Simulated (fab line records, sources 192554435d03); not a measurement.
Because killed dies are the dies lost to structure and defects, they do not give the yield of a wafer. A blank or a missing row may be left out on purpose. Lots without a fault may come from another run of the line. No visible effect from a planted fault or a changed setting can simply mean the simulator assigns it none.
Commonality check across tools ; flow n5_finfet ; Sample size 10 lots and 29 wafers

## REASON FOR OPENING
At N5_BEOL_M1_INSPECT_59 the reading raw_defect_count is flagged on 2 of 10 lots. No-fault wafers: 76, standard deviation 23.
Rule: a lot is flagged when every wafer of it that has a number lies more than 4 standard deviations from that mean, or none has a number. All remaining lots are regarded as sound.

lot;measured;on;raw_defect_count, wafer by wafer;flag
L613;day 7 06:10;defect_inspect-01;136 60 34;
L612;day 7 08:06;defect_inspect-02;49 67 97;
L617;day 8 01:04;defect_inspect-01;56 60 65;
L619;day 8 04:19;defect_inspect-01;91 151 89;
L622;day 9 01:14;defect_inspect-01;612 568 586;FLAGGED
L623;day 9 09:26;defect_inspect-01;70 88;
L624;day 9 18:28;defect_inspect-02;587 645 577;FLAGGED
L625;day 10 23:38;defect_inspect-02;57 27 57;
L634;day 12 08:31;defect_inspect-02;79 84 76;
L635;day 12 15:14;defect_inspect-01;51 152 103;
On average the flagged lots' numbers are 596, which is +520 against the usual, or +23 standard deviations.

## LOT BY LOT: THE TOOL USED
Before the reading, the record contains 2 process steps out of a 1938-step route. Cell contents, in order: the tool; ch with the chambers the sampled wafers went through; the start.
lot;flag;N5_BEOL_M1_ANNEAL_91;N5_BEOL_M1_PRE_CLEAN_56
L613;;pvd_sputter-03, day 7 04:31;pecvd-04 ch 0,1,2, day 7 06:03
L612;;pvd_sputter-01, day 7 06:26;pecvd-04 ch 0,1, day 7 07:59
L617;;pvd_sputter-03, day 7 23:25;pecvd-04 ch 1,2, day 8 00:57
L619;;pvd_sputter-02, day 8 02:40;pecvd-04 ch 1,2, day 8 04:12
L622;FLAGGED;pvd_sputter-01, day 8 23:27;pecvd-04 ch 0,1,2, day 9 01:07
L623;;pvd_sputter-01, day 9 07:44;pecvd-02 ch 1,2, day 9 09:19
L624;FLAGGED;pvd_sputter-01, day 9 16:49;pecvd-04 ch 0,1, day 9 18:21
L625;;pvd_sputter-03, day 10 21:59;pecvd-03 ch 0,1, day 10 23:31
L634;;pvd_sputter-01, day 12 06:10;pecvd-02 ch 0,1, day 12 08:23
L635;;pvd_sputter-02, day 12 13:35;pecvd-02 ch 0,1,2, day 12 15:08
What these steps do:
- N5_BEOL_M1_ANNEAL_91: time 240 s.
- N5_BEOL_M1_PRE_CLEAN_56: time 15 s.
- N5_BEOL_M1_INSPECT_59: inspects for defects (darkfield).

## FLAGGED OVER TOTAL, TOOL BY TOOL (the gauges that took the reading come last)
step;tool;lots run;flagged;share of the flagged lots;sound lots run after its first flagged lot
N5_BEOL_M1_ANNEAL_91;pvd_sputter-01;5;2;all;2 (L623,L634)
N5_BEOL_M1_ANNEAL_91;pvd_sputter-02;2;0;none;-
N5_BEOL_M1_ANNEAL_91;pvd_sputter-03;3;0;none;-
N5_BEOL_M1_PRE_CLEAN_56;pecvd-02;3;0;none;-
N5_BEOL_M1_PRE_CLEAN_56;pecvd-03;1;0;none;-
N5_BEOL_M1_PRE_CLEAN_56;pecvd-04;6;2;all;0
N5_BEOL_M1_INSPECT_59;defect_inspect-01;6;1;some;2 (L623,L635)
N5_BEOL_M1_INSPECT_59;defect_inspect-02;4;1;some;2 (L625,L634)

## WHAT THE TABLE ALLOWS
pvd_sputter-01 at N5_BEOL_M1_ANNEAL_91 and pecvd-04 at N5_BEOL_M1_PRE_CLEAN_56 are the 2 rows of the table that ran each flagged lot.
- pvd_sputter-01 at N5_BEOL_M1_ANNEAL_91 ran 5 lots, 2 of them flagged. Lots that were sound ran on it after the first flagged one (L623, L634); a persistent fault on the entire tool would not allow that.
- pecvd-04 at N5_BEOL_M1_PRE_CLEAN_56 ran 6 lots, 2 of them flagged. A fault beginning between L619 (day 8 04:12), its last sound lot, and L622 (day 9 01:07), its first flagged one, fits the data.
One tool is left: pecvd-04 at N5_BEOL_M1_PRE_CLEAN_56.

## WHAT WAS PUT IN BY THE SIMULATOR
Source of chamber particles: pecvd-04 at N5_BEOL_M1_PRE_CLEAN_56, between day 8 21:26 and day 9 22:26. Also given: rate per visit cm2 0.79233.
Lots struck among those shown: L622, L624. The same result came from the rule above.
